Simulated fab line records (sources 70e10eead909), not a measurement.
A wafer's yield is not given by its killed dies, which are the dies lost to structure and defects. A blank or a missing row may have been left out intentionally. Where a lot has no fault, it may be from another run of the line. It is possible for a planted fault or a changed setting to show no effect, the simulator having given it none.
fab line records -- flow nandHarc
record: lots: 11, wafers: 33, lastDay: 24
route steps=1159 shown P_M0@283 P_M1@297 END@1159
lots with no fault: from the same line, run without faults
startH: hours from the record's opening day to when the first of the lot's shown wafers began -- waitH: hours from the lot's prior step to this one -- " repeats the value in the row above -- L1.1+2: a single row standing in for several wafers -- - no value present, or no start provided -- * or withheld: withheld -- < > ~ a bound
route shown NAME@n: names a module that has steps shown in the file, with the first one's number in the route -- usual: mean/standard deviation of fault-free wafers -- same: alike in all rows -- chamber/n: place in a boat -- sites: the reading at each site -- _std_site: standard deviation of those values -- _edge_site: mean of outer sites minus mean of inner sites -- radiusMm: for every site, how far away it sits from the centre of the wafer -- mask NAME#n: copy n -- behind: tool/chamber where the wafer was last shaped -- hold: what put the lot on hold/how long, in hours/how the hold closed -- device: whichever transistor did not switch (one of n, p or np) -- end of line: at the end of the route, the tests of the same wafers -- for a step that has no rows: nothing shown but its recipe -- killed: count of dies lost to structure and defects at first sort (not the wafer's yield) -- map: dies across one wafer; x = killed, . = not, _ = none there
set.NAME: setting as actually run; set.NAME@STEP: the setting as run at that earlier step -- model.NAME: the simulator's own value behind a step, which no gauge read
the route's steps for a sample of lots (tables are steps, rows are wafers)
services: when a tool's chamber went out of use (startH, in hours from the record's first day, below 0 if earlier), for how many hours, and the reason
== steps ==
step: NHARC_P_M0_PRE_CLEAN_31
recipe: timeS: 12, tempC: 370, rfPowerW: 300, gas: NH3
usual: heaterPowerOuterW: 372/40, heaterPowerW: 647/70
lot.wafer,tool,chamber,startH,waitH,heaterPowerOuterW,heaterPowerW
L592.2,pecvd-04,1,127.05,0.2,452,785
L592.3,pecvd-04,2,127.05,0.2,408,722
L592.4,pecvd-04,2,127.05,0.2,409,720
L593.2,pecvd-01,1,127.53,0.1,419,684
L593.1,pecvd-01,0,127.53,0.1,352,536
L593.4,pecvd-01,2,127.53,0.1,399,702
L595.3,pecvd-03,0,141.29,0.1,370,634
L595.6,pecvd-03,0,141.29,0.1,374,640
L595.5,pecvd-03,2,141.29,0.1,353,624
L596.3,pecvd-03,0,142.54,0.1,378,654
L596.2,pecvd-03,1,142.54,0.1,363,628
L596.6,pecvd-03,2,142.54,0.1,357,625
L599.3,pecvd-04,1,162.76,0.1,461,791
L599.4,pecvd-04,2,162.76,0.1,415,726
L599.6,pecvd-04,0,162.76,0.1,352,606
L600.2,pecvd-01,1,175.67,0.1,432,719
L600.5,pecvd-01,2,175.67,0.1,336,615
L600.6,pecvd-01,0,175.67,0.1,339,537
L601.1,pecvd-01,0,177.25,0.1,358,531
L601.5,pecvd-01,0,177.25,0.1,354,542
L601.4,pecvd-01,1,177.25,0.1,388,626
L604.2,pecvd-04,1,193.99,0.1,391,720
L604.3,pecvd-04,2,193.99,0.1,428,749
L604.4,pecvd-04,1,193.99,0.1,397,707
L602.3,pecvd-03,1,194.88,0.5,309,557
L602.2,pecvd-03,0,194.88,0.5,339,602
L602.6,pecvd-03,2,194.88,0.5,299,542
L608.3,pecvd-04,0,223.02,0.1,334,582
L608.2,pecvd-04,1,223.02,0.1,417,756
L608.4,pecvd-04,1,223.02,0.1,425,752
L612.3,pecvd-04,1,246.63,0.1,425,754
L612.2,pecvd-04,2,246.63,0.1,425,720
L612.6,pecvd-04,2,246.63,0.1,423,735
step: NHARC_P_M1_INSPECT_11
usual: rawDefectCount: 3.7/2.4
lot.wafer,tool,chamber,startH,waitH,rawDefectCount
L592.2,defectInspect-01,-,128.35,0.0,7
L592.3,defectInspect-01,-,128.35,0.0,0
L592.4,defectInspect-01,-,128.35,0.0,4
L593.1,defectInspect-02,-,129.20,0.0,4
L593.2,defectInspect-02,-,129.20,0.0,2
L593.4,defectInspect-02,-,129.20,0.0,0
L595.3,defectInspect-01,-,142.75,0.0,8
L595.5,defectInspect-01,-,142.75,0.0,6
L595.6,defectInspect-01,-,142.75,0.0,5
L596.2,defectInspect-02,-,144.13,0.0,4
L596.3,defectInspect-02,-,144.13,0.0,4
L596.6,defectInspect-02,-,144.13,0.0,5
L599.3,defectInspect-01,-,164.05,0.0,3
L599.4,defectInspect-01,-,164.05,0.0,0
L599.6,defectInspect-01,-,164.05,0.0,6
L600.2,defectInspect-01,-,177.13,0.0,3
L600.5,defectInspect-01,-,177.13,0.0,8
L600.6,defectInspect-01,-,177.13,0.0,4
L601.1,defectInspect-01,-,178.56,0.0,7
L601.4,defectInspect-01,-,178.56,0.0,5
L601.5,defectInspect-01,-,178.56,0.0,1
L604.2,defectInspect-01,-,195.59,0.0,4
L604.3,defectInspect-01,-,195.59,0.0,4
L604.4,defectInspect-01,-,195.59,0.0,4
L602.2,defectInspect-01,-,196.32,0.0,5
L602.3,defectInspect-01,-,196.32,0.0,6
L602.6,defectInspect-01,-,196.32,0.0,1
L608.2,defectInspect-01,-,224.45,0.0,2
L608.3,defectInspect-01,-,224.45,0.0,1
L608.4,defectInspect-01,-,224.45,0.0,1
L612.2,defectInspect-01,-,248.06,0.0,318
L612.3,defectInspect-01,-,248.06,0.0,2
L612.6,defectInspect-01,-,248.06,0.0,326
step: NHARC_P_M1_STRIP_18
recipe: powerW: 1000, n2FlowSccm: 150, h2FlowSccm: 150, arFlowSccm: 0, biasW: 0, chemistry: N2/H2
usual: drypumpMotorCurrentA: 5.5/0.51, oesProductAu: 1.002/0.014, rfVppV: 90.8/0.94, showerheadPlenumPTorr: 2.05/0.075, throttleValvePct: 14.172/0.0097
same: biasW: 0
lot.wafer,tool,chamber,startH,waitH,drypumpMotorCurrentA,oesProductAu,rfHoursCounterH,rfVppV,showerheadPlenumPTorr,throttleValvePct
L592.3,rieDiel-10,2,128.83,0.1,4.8,0.983,2,90.4,2.09,14.191
L592.2,rieDiel-10,0,128.83,0.1,6.5,1.021,3,91.4,1.95,14.177
L592.4,rieDiel-10,2,128.83,0.1,4.8,1.000,-,91.5,2.09,14.176
L593.4,rieDiel-02,2,130.11,0.1,5.6,1.012,10,90.5,1.96,14.177
L593.2,rieDiel-02,3,130.11,0.1,4.8,0.991,9,91.8,2.01,14.161
L593.1,rieDiel-02,1,130.11,0.1,6.1,0.983,10,89.5,2.01,14.161
L595.3,rieDiel-02,1,143.20,0.1,6.1,0.998,11,91.5,2.01,14.159
L595.5,rieDiel-02,1,143.20,0.1,6.1,0.988,-,92.0,2.01,14.163
L595.6,rieDiel-02,2,143.20,0.1,5.6,1.010,-,90.4,1.96,14.195
L596.3,rieDiel-12,1,144.60,0.1,5.5,1.000,8,88.5,2.05,14.185
L596.2,rieDiel-12,2,144.60,0.1,4.9,1.004,7,91.1,2.19,14.191
L596.6,rieDiel-12,2,144.60,0.1,4.9,1.005,-,91.4,2.19,14.168
L599.4,rieDiel-10,2,164.52,0.1,4.7,0.994,3,89.9,2.09,14.171
L599.3,rieDiel-10,3,164.52,0.1,5.2,0.993,4,92.2,2.14,14.173
L599.6,rieDiel-10,1,164.52,0.1,5.3,0.991,-,91.5,2.03,14.175
L600.2,rieDiel-12,3,177.57,0.1,5.4,1.037,10,89.9,1.99,14.190
L600.5,rieDiel-12,3,177.57,0.1,5.4,1.028,-,91.1,1.99,14.181
L600.6,rieDiel-12,0,177.57,0.1,5.9,1.010,-,91.7,2.00,14.179
L601.1,rieDiel-12,2,179.05,0.1,4.9,1.006,10,90.6,2.19,14.176
L601.4,rieDiel-12,3,179.05,0.1,5.4,1.024,10,89.6,1.99,14.171
L601.5,rieDiel-12,0,179.05,0.1,5.9,1.000,-,89.9,2.00,14.168
L604.3,rieDiel-12,1,196.03,0.1,5.5,1.004,11,90.8,2.05,14.166
L604.4,rieDiel-12,2,196.03,0.1,5.0,1.019,11,92.2,2.19,14.183
L604.2,rieDiel-12,3,196.03,0.1,5.4,1.047,11,89.9,1.99,14.164
L602.3,rieDiel-12,0,196.78,0.1,5.9,1.000,10,89.7,2.00,14.164
L602.2,rieDiel-12,1,196.78,0.1,5.5,1.011,12,91.6,2.05,14.173
L602.6,rieDiel-12,3,196.78,0.1,5.4,1.025,-,90.4,1.99,14.158
L608.3,rieDiel-10,3,224.89,0.1,5.1,0.982,1,90.8,2.14,14.180
L608.4,rieDiel-10,0,224.89,0.1,6.5,1.006,1,88.7,1.95,14.172
L608.2,rieDiel-10,1,224.89,0.1,5.3,1.000,1,89.2,2.03,14.163
L612.3,rieDiel-02,2,248.53,0.1,5.7,1.021,7,89.5,1.96,14.170
L612.2,rieDiel-02,0,248.53,0.1,5.7,1.005,7,91.5,2.15,14.175
L612.6,rieDiel-02,1,248.53,0.1,6.1,0.994,-,90.4,2.00,14.159
step: NHARC_P_M1_PVD_20
recipe: targetThkA: 50, biasV: 168.6, powerW: 15000, chamberPressurePa: 0.12, timeS: 8.06, substrateTempC: 50, material: TaN
usual: throttleValvePct: 30.0/0.93
lot.wafer,tool,chamber,startH,waitH,throttleValvePct
L592.2,pvdSputter-02,-,-,-,30.5
L592.3,pvdSputter-02,-,-,-,30.0
L592.4,pvdSputter-02,-,-,-,31.0
L593.1,pvdSputter-02,-,-,-,30.6
L593.2,pvdSputter-02,-,-,-,30.2
L593.4,pvdSputter-02,-,-,-,28.8
L595.3,pvdSputter-02,-,-,-,29.8
L595.6,pvdSputter-02,-,-,-,30.5
L595.5,pvdSputter-02,-,-,-,29.9
L596.2,pvdSputter-02,-,-,-,31.2
L596.3,pvdSputter-02,-,-,-,28.9
L596.6,pvdSputter-02,-,-,-,30.2
L599.4,pvdSputter-02,-,-,-,30.6
L599.3,pvdSputter-02,-,-,-,31.1
L599.6,pvdSputter-02,-,-,-,29.1
L600.2,pvdSputter-03,-,-,-,31.3
L600.5,pvdSputter-03,-,-,-,31.3
L600.6,pvdSputter-03,-,-,-,30.7
L601.4,pvdSputter-01,-,-,-,30.7
L601.1,pvdSputter-01,-,-,-,31.1
L601.5,pvdSputter-01,-,-,-,28.6
L604.4,pvdSputter-03,-,-,-,29.2
L604.3,pvdSputter-03,-,-,-,31.0
L604.2,pvdSputter-03,-,-,-,30.6
L602.2,pvdSputter-01,-,-,-,30.4
L602.3,pvdSputter-01,-,-,-,29.3
L602.6,pvdSputter-01,-,-,-,30.5
L608.4,pvdSputter-01,-,-,-,29.2
L608.3,pvdSputter-01,-,-,-,28.8
L608.2,pvdSputter-01,-,-,-,30.5
L612.3,pvdSputter-01,-,-,-,28.8
L612.2,pvdSputter-01,-,-,-,30.6
L612.6,pvdSputter-01,-,-,-,28.8
step: NHARC_P_M1_THK_MEAS_24
recipe: thkMeasGauge: xrf
usual: thkNm: 157.6/1.6
lot.wafer,tool,chamber,startH,waitH,thkNm
L592.2,filmMetro-02,-,131.07,-,163.1
L592.3,filmMetro-02,-,131.07,-,160.1
L592.4,filmMetro-02,-,131.07,-,155.5
L593.1,filmMetro-01,-,132.29,-,157.7
L593.2,filmMetro-01,-,132.29,-,157.3
L593.4,filmMetro-01,-,132.29,-,159.6
L595.3,filmMetro-01,-,145.27,-,157.6
L595.5,filmMetro-01,-,145.27,-,157.2
L595.6,filmMetro-01,-,145.27,-,157.6
L596.2,filmMetro-01,-,146.71,-,158.4
L596.3,filmMetro-01,-,146.71,-,157.6
L596.6,filmMetro-01,-,146.71,-,154.6
L599.3,filmMetro-01,-,166.82,-,158.0
L599.4,filmMetro-01,-,166.82,-,156.6
L599.6,filmMetro-01,-,166.82,-,155.9
L600.2,filmMetro-01,-,179.68,-,157.3
L600.5,filmMetro-01,-,179.68,-,155.5
L600.6,filmMetro-01,-,179.68,-,159.6
L601.1,filmMetro-01,-,181.04,-,157.5
L601.4,filmMetro-01,-,181.04,-,156.5
L601.5,filmMetro-01,-,181.04,-,154.9
L604.2,filmMetro-02,-,198.08,-,158.1
L604.3,filmMetro-02,-,198.08,-,156.4
L604.4,filmMetro-02,-,198.08,-,157.2
L602.2,filmMetro-02,-,198.80,-,159.7
L602.3,filmMetro-02,-,198.80,-,158.8
L602.6,filmMetro-02,-,198.80,-,157.7
L608.2,filmMetro-01,-,226.94,-,156.6
L608.3,filmMetro-01,-,226.94,-,156.4
L608.4,filmMetro-01,-,226.94,-,159.2
L612.2,filmMetro-02,-,250.55,-,157.6
L612.3,filmMetro-02,-,250.55,-,157.4
L612.6,filmMetro-02,-,250.55,-,158.1
step: NHARC_END_SORT_01
recipe: tempC: 25
usual: defectLimitedYield: 96.0/1.3, killedAtArray: 24/8.4, killedAtOther: 0.7/1.1, killedAtPeriphery: 2.9/1.7, killedDies: 27/8.6, killedOpen: 3.3/1.8, killedShort: 1.8/1.4, sort_bin_2_pct: 1.3/0.56, sort_bin_3_pct: 0.19/0.18, sort_bin_4_pct: 2.6/0.84, sortNPass: 650/8.6, sortRimYieldPct: 96.1/2.3, sortYieldPct: 96.0/1.3
same: grossDies: 677, sort_bin_5_pct[%]: 0, sort_bin_6_pct[%]: 0, sort_bin_7_pct[%]: 0, sort_bin_8_pct[%]: 0, sortRimNGross: 106.00
lot.wafer,tool,chamber,startH,waitH,defectLimitedYield[%],killedAtArray,killedAtOther,killedAtPeriphery,killedDies,killedOpen,killedShort,sort_bin_2_pct[%],sort_bin_3_pct[%],sort_bin_4_pct[%],sortNPass,sortRimYieldPct[%],sortYieldPct[%]
L601.1,prober-02,0,489.62,2.5,94.1,36,1,3,40,3,1,1.8,0,4.1,637,97.2,94.1
L601.4,prober-02,0,492.03,3.4,95.9,26,0,2,28,5,4,1.5,0.15,2.5,649,93.4,95.9
L601.5,prober-02,0,492.84,3.7,94.2,33,0,6,39,8,5,1.9,0.44,3.4,638,96.2,94.2
L612.2,prober-01,0,568.07,2.8,86.0,31,0,64,95,4,3,5.6,1.77,6.6,582,91.5,86.0
L612.3,prober-01,0,568.87,3.1,97.5,15,0,2,17,3,0,1.2,0,1.3,660,95.3,97.5
L612.6,prober-01,0,571.26,4.0,86.7,21,0,69,90,1,4,5.9,1.48,5.9,587,89.6,86.7
killed by level:class
L601.1 A_SLIT:chamberFilmFlake=14 A_STAIRCASE:chamberFilmFlake=9 A_CONTACT:chamberFilmFlake=6 A_CONTACT:geometricParticle:open=2 P_ZERO_WELL:chamberFilmFlake=2 A_WL_FILL:chamberFilmFlake=2 P_GATE:geometricParticle:short=1 A_BLC:geometricParticle:open=1
L601.4 A_SLIT:chamberFilmFlake=7 A_CHANNEL_HOLE_D1:chamberFilmFlake=5 A_STAIRCASE:chamberFilmFlake=3 A_CHANNEL_HOLE_D1:geometricParticle:open=2 A_ZERO_WELL:chamberFilmFlake=2 P_M0:geometricParticle:open=1 A_CHANNEL_HOLE_D1:geometricParticle:short=1 A_CHANNEL_FILL_D1:geometricParticle:open=1
L601.5 A_SLIT:chamberFilmFlake=15 A_STAIRCASE:chamberFilmFlake=4 P_M0:geometricParticle:open=3 A_CHANNEL_HOLE_D1:chamberFilmFlake=3 P_M0:geometricParticle:short=2 A_CONTACT:geometricParticle:open=2 A_CONTACT:chamberFilmFlake=2 P_GATE:geometricParticle:open=1
L612.2 P_M0:unspecified=62 A_CONTACT:chamberFilmFlake=13 A_CHANNEL_HOLE_D1:chamberFilmFlake=9 A_WL_FILL:geometricParticle:short=3 A_STAIRCASE:chamberFilmFlake=2 A_ONON_D1:geometricParticle:open=1 A_SGD_CUT:geometricParticle:open=1 A_M0:geometricParticle:open=1
L612.3 A_CHANNEL_HOLE_D1:chamberFilmFlake=6 A_CONTACT:chamberFilmFlake=4 A_CONTACT:geometricParticle:open=2 P_ZERO_WELL:chamberFilmFlake=2 A_STAIRCASE:chamberFilmFlake=2 A_CHANNEL_FILL_D1:geometricParticle:open=1
L612.6 P_M0:unspecified=68 A_CHANNEL_HOLE_D1:chamberFilmFlake=8 A_CONTACT:chamberFilmFlake=7 A_M0:geometricParticle:short=2 A_ONON_D1:geometricParticle:short=1 A_CONTACT:geometricParticle:short=1 A_BLC:geometricParticle:open=1 P_ZERO_WELL:chamberFilmFlake=1
== services ==
tool,chamber,startH,hours,kind
rieDiel-10,2,106.30,16.7,repair
rieDiel-12,0,108.04,-,clean
pecvd-03,-,111.00,13.0,pm
rieDiel-02,1,113.43,1.4,repair
rieDiel-10,3,124.63,5.4,repair
pvdSputter-03,-,136.77,1.8,repair
rieDiel-12,0,143.87,17.7,repair
rieDiel-02,-,150.80,9.0,pm
pvdSputter-01,-,158.00,10.0,pm
rieDiel-02,1,161.31,1.3,repair
rieDiel-10,0,172.52,5.4,repair
rieDiel-02,3,175.92,1.8,repair
rieDiel-10,-,176.50,9.0,pm
pecvd-04,-,195.32,13.0,pm
pvdSputter-03,-,201.02,6.9,repair
rieDiel-12,-,202.40,9.0,pm
pvdSputter-02,-,206.51,0.8,repair
pvdSputter-02,-,214.01,10.0,pm
pecvd-01,-,214.97,0.8,repair
rieDiel-02,3,217.44,7.6,repair
pecvd-04,-,229.70,0.8,repair
rieDiel-12,-,235.82,0.7,repair
pecvd-01,-,237.00,13.0,pm
pecvd-04,-,240.67,0.9,repair
== key ==
firstSign: step: NHARC_P_M1_INSPECT_11, reading: rawDefectCount, direction: up, sigmas: 99+, usual: 3.7, struck: 322
effect: step: NHARC_END_SORT_01, reading: killedAtPeriphery, direction: up, sigmas: 37, usual: 2.9, struck: 66.5
moreKillsBornAt: NHARC_P_M0_PRE_CLEAN_31@pecvd-04: 130
metAt NHARC_P_M0_PRE_CLEAN_31
struckLots L612
struckWafers L612.2,L612.6
notActingAt NHARC_P_M1_STRIP_18,NHARC_P_M1_PVD_20,NHARC_P_M1_THK_MEAS_24
onsetBetween 193.99 246.63
fault: kind: chamberParticleSource, tool: pecvd-04, chamber: 2, onsetH: 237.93, steps: NHARC_P_M0_PRE_CLEAN_31, ratePerVisitCm2: 0.50329, endH: 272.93
